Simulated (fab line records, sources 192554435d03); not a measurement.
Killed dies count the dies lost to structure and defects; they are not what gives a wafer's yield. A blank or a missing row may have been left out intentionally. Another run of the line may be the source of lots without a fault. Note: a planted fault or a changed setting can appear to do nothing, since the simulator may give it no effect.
Matching of chambers + flow n5Finfet + N5_HKMG_FIN_ETCH_54 on rieDiel-02: 4 sister chambers
The step etches SiARC in CF4, target depth 45.5 nm, time 75.8 s. 8 wafers are shown with their chamber, then 7 later ones without.

## EACH WAFER AND ITS CHAMBER
| wafer  | chamber | drypumpMotorCurrentA (A) | showerheadPlenumPTorr (Torr) |
|--------|---------|--------------------------|------------------------------|
| L872.4 | 0       | 6.2                      | 2.05                         |
| L875.2 | 1       | 5.9                      | 2.18                         |
| L875.6 | 2       | 5.6                      | 2.12                         |
| L881.1 | 1       | 5.9                      | 2.18                         |
| L881.2 | 3       | 6.5                      | 2.12                         |
| L881.3 | 2       | 5.6                      | 2.12                         |
| L888.3 | 0       | 6.1                      | 2.04                         |
| L888.5 | 3       | 6.5                      | 2.11                         |

## WAFERS WHOSE CHAMBER IS MISSING
| wafer  | drypumpMotorCurrentA (A) | showerheadPlenumPTorr (Torr) |
|--------|--------------------------|------------------------------|
| L888.6 | 5.6                      | 2.11                         |
| L889.2 | 6.1                      | 2.04                         |
| L889.3 | 5.9                      | 2.17                         |
| L889.5 | 5.9                      | 2.17                         |
| L890.2 | 6.5                      | 2.11                         |
| L890.4 | 6.1                      | 2.04                         |
| L890.5 | 5.9                      | 2.17                         |

## WHICH CHAMBER EACH WENT THROUGH
| wafer  | from the rows above | in truth |
|--------|---------------------|----------|
| L888.6 | 2                   | 2        |
| L889.2 | 0                   | 0        |
| L889.3 | 1                   | 1        |
| L889.5 | 1                   | 1        |
| L890.2 | 3                   | 3        |
| L890.4 | 0                   | 0        |
| L890.5 | 1                   | 1        |
7 of 7 placed correctly. Number that these rows cannot place: 0. Number placed wrongly: 0.
How it was worked out, from the rows above alone: a wafer's distance from a chamber is the root of the sum, over the readings, of the square of ((its reading less the chamber's mean) divided by the reading's scatter). If the next closest chamber is less than 2 further off than the closest, the wafer can't be placed; otherwise it belongs to the closest. A chamber's mean is the mean of its shown wafers. The scatter is the square root of a quotient: the sum, over the shown wafers, of each reading's squared deviation from its chamber's mean, divided by wafers minus chambers.
